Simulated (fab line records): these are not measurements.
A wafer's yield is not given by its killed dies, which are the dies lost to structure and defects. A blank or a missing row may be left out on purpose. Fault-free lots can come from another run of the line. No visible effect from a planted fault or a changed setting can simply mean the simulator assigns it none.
Tool commonality check || flow n5_finfet || 8 lots, 24 wafers sampled

## REASON FOR OPENING
On 2 of the 8 lots, a flag is raised at N5_BEOL_M0_SAQP_CD_MEAS_40 on the reading cd_nm. Fault-free wafers read 30.02 nm, with a standard deviation of 0.27.
Rule: a lot is flagged in two cases, either no wafer of it has a number, or all its wafers with numbers fall more than 4 standard deviations from that mean. As for the other lots, they are considered sound.

{"lot": "L651", "measured": "day 6 07:00", "on": "cd_sem-02", "cd_nm (nm), wafer by wafer": "29.87 30.39 30.29", "flag": ""}
{"lot": "L652", "measured": "day 6 12:44", "on": "cd_sem-02", "cd_nm (nm), wafer by wafer": "30.24 30.55 30.17", "flag": ""}
{"lot": "L657", "measured": "day 7 17:41", "on": "cd_sem-02", "cd_nm (nm), wafer by wafer": "26.93 27.51 27.24", "flag": "FLAGGED"}
{"lot": "L661", "measured": "day 8 21:12", "on": "cd_sem-02", "cd_nm (nm), wafer by wafer": "27.89 27.64 28.30", "flag": "FLAGGED"}
{"lot": "L662", "measured": "day 9 03:44", "on": "cd_sem-02", "cd_nm (nm), wafer by wafer": "30.41 29.86 29.97", "flag": ""}
{"lot": "L663", "measured": "day 9 05:39", "on": "cd_sem-02", "cd_nm (nm), wafer by wafer": "29.69 29.65 30.24", "flag": ""}
{"lot": "L671", "measured": "day 11 02:56", "on": "cd_sem-03", "cd_nm (nm), wafer by wafer": "30.00 30.06 29.85", "flag": ""}
{"lot": "L672", "measured": "day 11 12:05", "on": "cd_sem-02", "cd_nm (nm), wafer by wafer": "30.43 29.85 30.12", "flag": ""}
The numbers of the flagged lots are 27.59 nm on average: -2.43 nm against the usual, or -9 standard deviations.

## WHICH TOOL RAN EACH LOT
Before the reading, the record contains 2 process steps out of a 1938-step route. In each cell: the tool, then ch and the chambers that the sampled wafers went through, then the start.
{"lot": "L651", "flag": "", "N5_BEOL_M0_SAQP_HM_OPEN_112": "rie_diel-01 ch 1,2,3, day 6 02:56", "N5_BEOL_M0_SAQP_EXPOSE_37": "euv_scanner-02 ch 0, day 6 06:53"}
{"lot": "L652", "flag": "", "N5_BEOL_M0_SAQP_HM_OPEN_112": "rie_diel-06 ch 0,2,3, day 6 09:17", "N5_BEOL_M0_SAQP_EXPOSE_37": "euv_scanner-02 ch 0, day 6 12:37"}
{"lot": "L657", "flag": "FLAGGED", "N5_BEOL_M0_SAQP_HM_OPEN_112": "rie_diel-06 ch 0,3, day 7 13:55", "N5_BEOL_M0_SAQP_EXPOSE_37": "euv_scanner-02 ch 0, day 7 17:33"}
{"lot": "L661", "flag": "FLAGGED", "N5_BEOL_M0_SAQP_HM_OPEN_112": "rie_diel-06 ch 1,2,3, day 8 16:56", "N5_BEOL_M0_SAQP_EXPOSE_37": "euv_scanner-02 ch 0, day 8 21:04"}
{"lot": "L662", "flag": "", "N5_BEOL_M0_SAQP_HM_OPEN_112": "rie_diel-06 ch 1,2, day 8 23:55", "N5_BEOL_M0_SAQP_EXPOSE_37": "euv_scanner-01 ch 0, day 9 03:37"}
{"lot": "L663", "flag": "", "N5_BEOL_M0_SAQP_HM_OPEN_112": "rie_diel-01 ch 1,2,3, day 9 01:48", "N5_BEOL_M0_SAQP_EXPOSE_37": "euv_scanner-01 ch 0, day 9 05:31"}
{"lot": "L671", "flag": "", "N5_BEOL_M0_SAQP_HM_OPEN_112": "rie_diel-01 ch 0,1,3, day 10 22:26", "N5_BEOL_M0_SAQP_EXPOSE_37": "euv_scanner-01 ch 0, day 11 02:49"}
{"lot": "L672", "flag": "", "N5_BEOL_M0_SAQP_HM_OPEN_112": "rie_diel-06 ch 0,3, day 11 08:37", "N5_BEOL_M0_SAQP_EXPOSE_37": "euv_scanner-01 ch 0, day 11 11:58"}
What is done by these steps:
- N5_BEOL_M0_SAQP_HM_OPEN_112: chemistry CHF3/O2, target SiO2, stops on a-Si, target depth 12 nm, time 13.5 s.
- N5_BEOL_M0_SAQP_EXPOSE_37: exposes mask M0 CUT1, target cd 30 nm.
- N5_BEOL_M0_SAQP_CD_MEAS_40: target cd 30 nm.

## FLAGGED OVER TOTAL, TOOL BY TOOL (the gauges that took the reading come last)
{"step": "N5_BEOL_M0_SAQP_HM_OPEN_112", "tool": "rie_diel-01", "lots run": 3, "flagged": 0, "share of the flagged lots": "none", "sound lots run after its first flagged lot": "-"}
{"step": "N5_BEOL_M0_SAQP_HM_OPEN_112", "tool": "rie_diel-06", "lots run": 5, "flagged": 2, "share of the flagged lots": "all", "sound lots run after its first flagged lot": "2 (L662,L672)"}
{"step": "N5_BEOL_M0_SAQP_EXPOSE_37", "tool": "euv_scanner-01", "lots run": 4, "flagged": 0, "share of the flagged lots": "none", "sound lots run after its first flagged lot": "-"}
{"step": "N5_BEOL_M0_SAQP_EXPOSE_37", "tool": "euv_scanner-02", "lots run": 4, "flagged": 2, "share of the flagged lots": "all", "sound lots run after its first flagged lot": 0}
{"step": "N5_BEOL_M0_SAQP_CD_MEAS_40", "tool": "cd_sem-02", "lots run": 7, "flagged": 2, "share of the flagged lots": "all", "sound lots run after its first flagged lot": "3 (L662,L663,L672)"}
{"step": "N5_BEOL_M0_SAQP_CD_MEAS_40", "tool": "cd_sem-03", "lots run": 1, "flagged": 0, "share of the flagged lots": "none", "sound lots run after its first flagged lot": "-"}

## THE TABLE: WHAT IT ALLOWS
Every flagged lot was run by 3 rows of the table: rie_diel-06 at N5_BEOL_M0_SAQP_HM_OPEN_112, euv_scanner-02 at N5_BEOL_M0_SAQP_EXPOSE_37 and cd_sem-02 at N5_BEOL_M0_SAQP_CD_MEAS_40.
- rie_diel-06 at N5_BEOL_M0_SAQP_HM_OPEN_112: 2 of its 5 lots flagged. Lots that were sound ran on it after the first flagged one (L662, L672); a persistent fault on the entire tool would not allow that.
- euv_scanner-02 at N5_BEOL_M0_SAQP_EXPOSE_37: 2 of its 4 lots flagged. Its last sound lot is L652 (day 6 12:37), its first flagged lot L657 (day 7 17:33): a fault that began between those two fits. Its own readings (exposure_dose_mJ_cm2) fall more than 4 standard deviations out on all wafers of the flagged lots.
- cd_sem-02 at N5_BEOL_M0_SAQP_CD_MEAS_40: 2 of its 7 lots flagged. Lots that were sound ran on it after the first flagged one (L662, L663, L672); a persistent fault on the entire tool would not allow that.
Just one tool remains: euv_scanner-02 at N5_BEOL_M0_SAQP_EXPOSE_37.

## WHAT THE SIMULATOR PUT IN
Process parameter drift: euv_scanner-02, from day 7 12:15 on, at N5_BEOL_M0_SAQP_EXPOSE_37. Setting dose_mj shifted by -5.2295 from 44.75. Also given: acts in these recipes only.
Shown lots that were struck: L657, L661. The rule above reached the same finding.
